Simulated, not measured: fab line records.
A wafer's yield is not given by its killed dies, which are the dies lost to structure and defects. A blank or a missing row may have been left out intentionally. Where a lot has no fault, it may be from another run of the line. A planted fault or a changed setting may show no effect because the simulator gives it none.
A lot that was struck, set against a sound lot :: flow nand harc :: 14 steps out of a route of 1159
Sound: the wafers L560.2, L560.4, L560.6. The struck wafers were L579.4, L579.5. At the end, the cause is stated.
Per side, at each step with rows, come the tool, then ch with its chambers, and then its first start. Under that, the readings that differ: sound wafers :: struck wafers :: difference of the means :: sigmas: that difference in standard deviations of wafers without a fault.
alike: readings with means less than 2 such deviations apart, plus words and numbers identical on both sides. not compared: withheld readings, readings lacking a value on some wafer, bounds such as >300 that could conceal the same value, and numbers that have no deviation in the record and whose values overlap.
A row with sigmas, a row that says differs or no value, or rows on one side alone: a step with any of these is where the two part. When numbers do not overlap yet have no deviation, they are printed without sigmas and do not part them. A reading that every wafer of one side lacks parts them only if that side has two wafers or more.

NHARC_A_SOURCE_PLATE_THK_MEAS_09: measures by ellipsometry.
  sound on film metro-01, day 6 21:52; struck on film metro-02, day 11 07:23
  alike: thk nm
then, 3 steps without rows for these wafers: NHARC_A_SOURCE_PLATE_PVD_04 (deposits WSi2, target thk 50 nm); NHARC_A_SOURCE_PLATE_CVD_03 (deposits poly-Si, target thk 200 nm, time 4000 s); NHARC_A_SOURCE_PLATE_ANNEAL_05 (time 1800 s).
NHARC_A_SOURCE_PLATE_THK_MEAS_06: measures by ellipsometry.
  sound on film metro-02, day 7 10:58; struck on film metro-01, day 11 20:36
  alike: thk nm
NHARC_A_SOURCE_PLATE_INSPECT_08:
  sound on defect inspect-02, day 7 11:02; struck on defect inspect-01, day 11 20:43
reading: raw defect count
sound: 43 56 47
struck: 94 111
difference: +54
sigmas: +2
then NHARC_A_ONON_D1_DEP_00 (target thk 1000 nm), 1 step lacking rows for these wafers.
NHARC_A_ONON_D1_THK_MEAS_02: measures by ellipsometry.
  sound on film metro-01, day 7 11:36; struck on film metro-01, day 11 21:33
  alike: thk nm
then NHARC_A_ONON_D1_DEP_03 (target thk 1000 nm), 1 step lacking rows for these wafers.
NHARC_A_ONON_D1_THK_MEAS_05: measures by ellipsometry.
  sound on film metro-02, day 7 12:10; struck on film metro-01, day 11 22:07
  alike: thk nm
NHARC_A_ONON_D1_DEP_06: target thk 1000 nm.
  sound on pecvd onon-02 ch 0, day 7 12:17; struck on pecvd onon-02 ch 0, day 11 22:20
NHARC_A_ONON_D1_THK_MEAS_08: measures by ellipsometry.
  sound on film metro-02, day 7 12:44; struck on film metro-01, day 11 22:41
reading: thk nm (nm)
sound: 991 992 990
struck: 781 784
difference: -208
sigmas: -22
then NHARC_A_ONON_D1_DEP_09 (target thk 1000 nm), 1 step lacking rows for these wafers.
NHARC_END_SORT_01:
  the record has rows for the sound wafers here (prober-01 ch 0, day 21 02:44) and none for the struck ones

== WHERE THEY PART ==
First at NHARC_A_SOURCE_PLATE_INSPECT_08; last, within this record, at NHARC_END_SORT_01.

WHY: what the simulator had put in
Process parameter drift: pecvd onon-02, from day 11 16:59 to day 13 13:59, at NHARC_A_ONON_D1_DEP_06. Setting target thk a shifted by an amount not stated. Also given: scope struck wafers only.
